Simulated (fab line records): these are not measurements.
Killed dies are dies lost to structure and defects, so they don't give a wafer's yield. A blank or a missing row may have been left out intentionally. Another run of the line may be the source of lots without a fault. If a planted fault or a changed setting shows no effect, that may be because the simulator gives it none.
What tool caused it?	flow n5_finfet	24 lots, 72 wafers sampled, at 5 steps of a route of 1938

## WHAT EACH GAUGE READ, for each wafer
N5_BEOL_M6_CD_MEAS_18: pitch 80 nm, target cd 40 nm.
lot	measured	on	cd_nm (nm)
L074	day 8 16:47	cd_sem-03	39.9 40.3 40.5
L075	day 8 21:31	cd_sem-02	40.8 41.2 40.9
L076	day 9 04:37	cd_sem-01	39.9 39.8 40.2
L077	day 9 12:36	cd_sem-01	41.0 40.3 40.0
L078	day 9 17:14	cd_sem-03	40.1 40.4 39.9
L079	day 10 00:29	cd_sem-01	39.9 39.1 39.8
L081	day 10 19:52	cd_sem-03	39.7 39.7 38.9
L080	day 11 14:17	cd_sem-01	39.9 38.6 38.9
L083	day 11 18:31	cd_sem-01	39.6 39.6 38.4
L082	day 12 04:35	cd_sem-02	39.8 39.0 40.1
L085	day 12 07:38	cd_sem-02	40.4 41.3 40.4
L086	day 12 15:52	cd_sem-01	40.6 40.6 40.0
L087	day 12 16:03	cd_sem-01	41.1 40.1 40.5
L084	day 12 19:04	cd_sem-03	38.9 39.7 40.4
L089	day 13 12:02	cd_sem-03	39.9 39.8 39.9
L088	day 13 15:50	cd_sem-02	40.8 40.4 40.0
L091	day 13 21:04	cd_sem-03	40.0 39.1 39.7
L094	day 14 01:59	cd_sem-02	40.9 40.3 39.6
L090	day 14 05:35	cd_sem-01	40.3 41.0 40.9
L093	day 14 14:56	cd_sem-03	38.4 39.4 39.2
L096	day 14 18:58	cd_sem-02	39.6 40.8 40.1
L092	day 14 22:29	cd_sem-02	40.3 40.4 40.4
L095	day 15 01:05	cd_sem-03	40.0 40.0 40.8
L097	day 15 07:25	cd_sem-01	39.6 39.0 39.2

N5_BEOL_M6_RS_MEAS_57: a four-point-probe measurement.
lot	measured	on	M6_RS (ohm/sq)
L074	day 8 21:43	film_metro-01	0.288 0.277 0.282
L075	day 9 03:11	film_metro-01	0.270 0.298 0.290
L076	day 9 10:41	film_metro-01	0.291 0.287 0.272
L077	day 9 17:19	film_metro-02	0.283 0.278 0.284
L078	day 10 01:29	film_metro-02	0.291 0.289 0.292
L079	day 10 07:18	film_metro-02	0.289 0.278 0.293
L081	day 11 02:34	film_metro-02	0.295 0.304 0.300
L080	day 11 18:32	film_metro-02	0.273 0.283 0.280
L083	day 11 22:04	film_metro-01	0.306 0.284 0.301
L082	day 12 10:18	film_metro-01	0.286 0.293 0.294
L085	day 12 12:52	film_metro-02	0.294 0.293 0.293
L086	day 12 20:06	film_metro-01	0.285 0.292 0.296
L087	day 12 21:05	film_metro-01	0.284 0.294 0.292
L084	day 12 23:52	film_metro-02	0.291 0.290 0.302
L089	day 13 17:46	film_metro-01	0.289 0.292 0.294
L088	day 13 20:44	film_metro-01	0.288 0.290 0.288
L091	day 14 03:11	film_metro-01	0.289 0.297 0.293
L094	day 14 07:04	film_metro-02	0.293 0.289 0.275
L090	day 14 11:41	film_metro-02	0.289 0.276 0.297
L093	day 14 22:23	film_metro-02	0.286 0.290 0.282
L096	day 15 00:25	film_metro-02	0.301 0.295 0.272
L092	day 15 02:18	film_metro-01	0.303 0.295 0.291
L095	day 15 06:04	film_metro-02	0.277 0.284 0.296
L097	day 15 13:21	film_metro-01	0.297 0.276 0.299

## WHICH TOOL RAN EACH LOT (tool, then ch and the chambers of the sampled wafers, then the start)
lot	N5_BEOL_M6_HM_OPEN_17	N5_BEOL_M6_STRIP_19	N5_BEOL_M6_ETCH_66
L074	rie_metal-03 ch 0,1, day 8 16:32	rie_diel-06 ch 1,2,3, day 8 16:43	rie_diel-02 ch 0,1,2, day 8 17:47
L075	rie_metal-02 ch 0,1, day 8 21:22	rie_diel-06 ch 0,1, day 8 21:27	rie_diel-05 ch 0,2,3, day 8 22:25
L076	rie_metal-01 ch 0,1, day 9 04:21	rie_diel-02 ch 0,1,2, day 9 04:33	rie_diel-05 ch 0,1,2, day 9 05:08
L077	rie_metal-03 ch 0,1, day 9 12:27	rie_diel-02 ch 0,2,3, day 9 12:32	rie_diel-02 ch 0,1,3, day 9 13:14
L078	rie_metal-03 ch 1, day 9 16:56	rie_diel-06 ch 1,2,3, day 9 17:09	rie_diel-06 ch 0,1,3, day 9 22:35
L079	rie_metal-03 ch 0,1, day 10 00:17	rie_diel-05 ch 1,2,3, day 10 00:25	rie_diel-02 ch 0,1,2, day 10 03:19
L081	rie_metal-01 ch 0,1, day 10 19:41	rie_diel-02 ch 0,1,2, day 10 19:47	rie_diel-06 ch 2,3, day 10 22:09
L080	rie_metal-03 ch 0, day 11 14:07	rie_diel-06 ch 0,1,3, day 11 14:13	rie_diel-02 ch 1,2, day 11 15:11
L083	rie_metal-03 ch 0,1, day 11 18:16	rie_diel-05 ch 1,2,3, day 11 18:27	rie_diel-05 ch 0,1,2, day 11 19:33
L082	rie_metal-03 ch 0,1, day 12 04:24	rie_diel-06 ch 1,2, day 12 04:31	rie_diel-02 ch 0,1,2, day 12 06:02
L085	rie_metal-02 ch 1, day 12 07:23	rie_diel-05 ch 2,3, day 12 07:34	rie_diel-06 ch 0,1, day 12 09:28
L086	rie_metal-03 ch 0,1, day 12 15:41	rie_diel-05 ch 0,1,3, day 12 15:49	rie_diel-06 ch 0,3, day 12 17:36
L087	rie_metal-03 ch 0,1, day 12 15:54	rie_diel-06 ch 0,2,3, day 12 15:59	rie_diel-02 ch 0,3, day 12 17:38
L084	rie_metal-01 ch 0,1, day 12 18:55	rie_diel-06 ch 0,2,3, day 12 19:00	rie_diel-06 ch 1,2, day 12 19:35
L089	rie_metal-01 ch 0,1, day 13 11:52	rie_diel-05 ch 2,3, day 13 11:57	rie_diel-05 ch 1,2, day 13 14:07
L088	rie_metal-01 ch 0,1, day 13 15:40	rie_diel-05 ch 0,2,3, day 13 15:46	rie_diel-02 ch 1,3, day 13 16:33
L091	rie_metal-02 ch 0,1, day 13 20:53	rie_diel-06 ch 0,1,3, day 13 20:59	rie_diel-06 ch 0,1,3, day 14 00:31
L094	rie_metal-03 ch 0,1, day 14 01:41	rie_diel-02 ch 1,2, day 14 01:55	rie_diel-05 ch 0,1,2, day 14 03:58
L090	rie_metal-02 ch 0,1, day 14 05:23	rie_diel-06 ch 0,1,3, day 14 05:31	rie_diel-06 ch 0,1,3, day 14 07:02
L093	rie_metal-01 ch 0,1, day 14 14:46	rie_diel-05 ch 0,2,3, day 14 14:52	rie_diel-02 ch 0,1,2, day 14 17:40
L096	rie_metal-01 ch 0,1, day 14 18:47	rie_diel-05 ch 0,3, day 14 18:53	rie_diel-05 ch 0,1,2, day 14 21:34
L092	rie_metal-03 ch 0,1, day 14 22:18	rie_diel-06 ch 1,3, day 14 22:25	rie_diel-06 ch 1,2, day 14 23:07
L095	rie_metal-01 ch 0,1, day 15 00:51	rie_diel-02 ch 0,1,2, day 15 01:01	rie_diel-06 ch 0,1,2, day 15 03:24
L097	rie_metal-03 ch 0,1, day 15 07:09	rie_diel-02 ch 0,3, day 15 07:20	rie_diel-05 ch 0,1,3, day 15 10:15
- N5_BEOL_M6_HM_OPEN_17: chemistry Cl2/BCl3, target TiN, target depth 20 nm, overetch 6 nm.
- N5_BEOL_M6_STRIP_19: strips in O2.
- N5_BEOL_M6_ETCH_66: etches SOC in N2/H2, target depth 80 nm, overetch 16 nm, time 120 s.

## AS READ BY THE TOOLS THEMSELVES (means over the sampled wafers that have a number; for cases with no such wafer, the mark the record gives instead)
N5_BEOL_M6_HM_OPEN_17.
lot	tool	drypump_motor_current_A (A)	mfc_cl2_sccm (sccm)	oes_product_au (a.u.)	throttle_valve_pct (%)
L074	rie_metal-03	6.0	53.17	0.67	22.06
L075	rie_metal-02	5.6	53.22	0.56	22.28
L076	rie_metal-01	5.0	53.30	0.77	21.94
L077	rie_metal-03	6.2	53.14	0.70	22.07
L078	rie_metal-03	5.7	53.32	0.64	22.03
L079	rie_metal-03	6.2	53.24	0.70	22.07
L081	rie_metal-01	5.4	53.20	0.75	21.94
L080	rie_metal-03	6.5	53.23	0.72	22.08
L083	rie_metal-03	5.9	52.98	0.66	22.07
L082	rie_metal-03	6.2	53.25	0.68	22.08
L085	rie_metal-02	6.1	53.16	0.59	22.29
L086	rie_metal-03	6.0	53.39	0.66	22.07
L087	rie_metal-03	6.2	53.51	0.67	22.09
L084	rie_metal-01	5.0	53.31	0.74	21.97
L089	rie_metal-01	5.0	53.40	0.72	21.96
L088	rie_metal-01	5.4	53.24	0.73	21.96
L091	rie_metal-02	5.5	53.25	0.75	22.22
L094	rie_metal-03	6.2	53.16	0.67	22.09
L090	rie_metal-02	5.6	53.26	0.74	22.23
L093	rie_metal-01	5.4	53.42	0.71	21.97
L096	rie_metal-01	5.0	53.18	0.72	21.97
L092	rie_metal-03	5.9	53.24	0.64	22.08
L095	rie_metal-01	5.5	53.32	0.72	21.96
L097	rie_metal-03	6.2	53.37	0.66	22.10

N5_BEOL_M6_STRIP_19.
lot	tool	drypump_motor_current_A (A)	oes_product_au (a.u.)	rf_vpp_V (V)	showerhead_plenum_p_Torr (Torr)	throttle_valve_pct (%)
L074	rie_diel-06	5.1	0.70	3.8	2.06	16.87
L075	rie_diel-06	5.7	0.69	3.8	1.98	16.98
L076	rie_diel-02	6.2	0.79	3.2	2.13	16.57
L077	rie_diel-02	5.8	0.75	3.7	2.10	16.80
L078	rie_diel-06	5.1	0.70	3.9	2.05	16.88
L079	rie_diel-05	6.2	0.77	4.0	2.08	16.64
L081	rie_diel-02	6.2	0.78	3.1	2.13	16.60
L080	rie_diel-06	5.4	0.69	3.3	1.99	16.86
L083	rie_diel-05	6.1	0.75	3.8	2.07	16.67
L082	rie_diel-06	5.3	0.68	3.3	2.04	17.14
L085	rie_diel-05	5.7	0.78	3.9	2.05	16.72
L086	rie_diel-05	6.2	0.78	3.4	2.08	16.53
L087	rie_diel-06	5.2	0.67	3.4	2.04	16.85
L084	rie_diel-06	5.2	0.68	3.9	2.04	16.85
L089	rie_diel-05	6.0	0.72	3.8	2.06	16.89
L088	rie_diel-05	6.1	0.76	3.5	2.06	16.74
L091	rie_diel-06	5.4	0.77	4.3	2.07	16.73
L094	rie_diel-02	6.3	0.75	4.3	2.12	16.62
L090	rie_diel-06	5.4	0.77	3.2	2.07	16.74
L093	rie_diel-05	6.0	0.75	4.0	2.06	16.76
L096	rie_diel-05	5.8	0.79	3.9	2.05	16.63
L092	rie_diel-06	5.2	0.68	3.8	1.99	16.73
L095	rie_diel-02	6.2	0.75	3.4	2.11	16.67
L097	rie_diel-02	5.7	0.82	4.3	2.08	16.74

N5_BEOL_M6_ETCH_66.
lot	tool	drypump_motor_current_A (A)	oes_product_au (a.u.)	rf_vpp_V (V)	showerhead_plenum_p_Torr (Torr)	throttle_valve_pct (%)
L074	rie_diel-02	6.2	0.60	524.7	2.59	17.6
L075	rie_diel-05	6.0	0.61	523.5	2.52	17.9
L076	rie_diel-05	6.5	0.59	524.3	2.55	17.8
L077	rie_diel-02	6.0	0.58	525.3	2.57	17.7
L078	rie_diel-06	5.4	0.54	519.8	2.41	18.0
L079	rie_diel-02	6.2	0.60	525.1	2.59	17.7
L081	rie_diel-06	4.9	0.53	523.8	2.55	18.0
L080	rie_diel-02	6.5	0.60	525.9	2.63	17.6
L083	rie_diel-05	6.4	0.57	524.0	2.54	17.9
L082	rie_diel-02	6.2	0.59	524.7	2.58	17.7
L085	rie_diel-06	5.7	0.53	519.9	2.40	18.2
L086	rie_diel-06	5.3	0.53	520.0	2.42	17.7
L087	rie_diel-02	5.7	0.55	523.7	2.50	17.9
L084	rie_diel-06	5.3	0.52	521.6	2.48	18.3
L089	rie_diel-05	6.4	0.54	523.2	2.52	18.1
L088	rie_diel-02	6.4	0.57	526.2	2.59	17.6
L091	rie_diel-06	5.4	0.59	522.8	2.51	17.9
L094	rie_diel-05	6.5	0.56	524.0	2.53	17.9
L090	rie_diel-06	5.4	0.59	522.4	2.51	17.9
L093	rie_diel-02	6.2	0.58	524.4	2.57	17.7
L096	rie_diel-05	6.5	0.56	523.9	2.53	17.9
L092	rie_diel-06	5.1	0.67	524.0	2.53	18.0
L095	rie_diel-06	5.4	0.65	524.2	2.57	18.0
L097	rie_diel-05	6.2	0.58	523.8	2.51	17.7

## THE ANSWER, worked out from the rows above alone
Rule: what is usual is taken from the lots themselves. The widest of any qualifying gaps counts: lots, ordered by their means at a reading, are off when they make up no more than a third of the lots, leave a main group of 4 or more, and stand apart from it by 3 or more times the standard deviation of that group's means. The tables above print the reading to a certain number of digits; a main group whose means all agree to those digits is not used. Also off: a lot with no number at a reading for which 4 or more lots have one. Where the step has rows for the other lots, those lots are counted as sound. The gauges are gone through in route order, then the tools' own readings, and for those a lot's mean is taken as printed above. The first step at which some lot is off is used, and at that step the reading that is off furthest; a lot without a number counts as furthest.
None of the lots is off at any reading shown; this tells nothing.

## WHAT HAD BEEN PUT IN BY THE SIMULATOR
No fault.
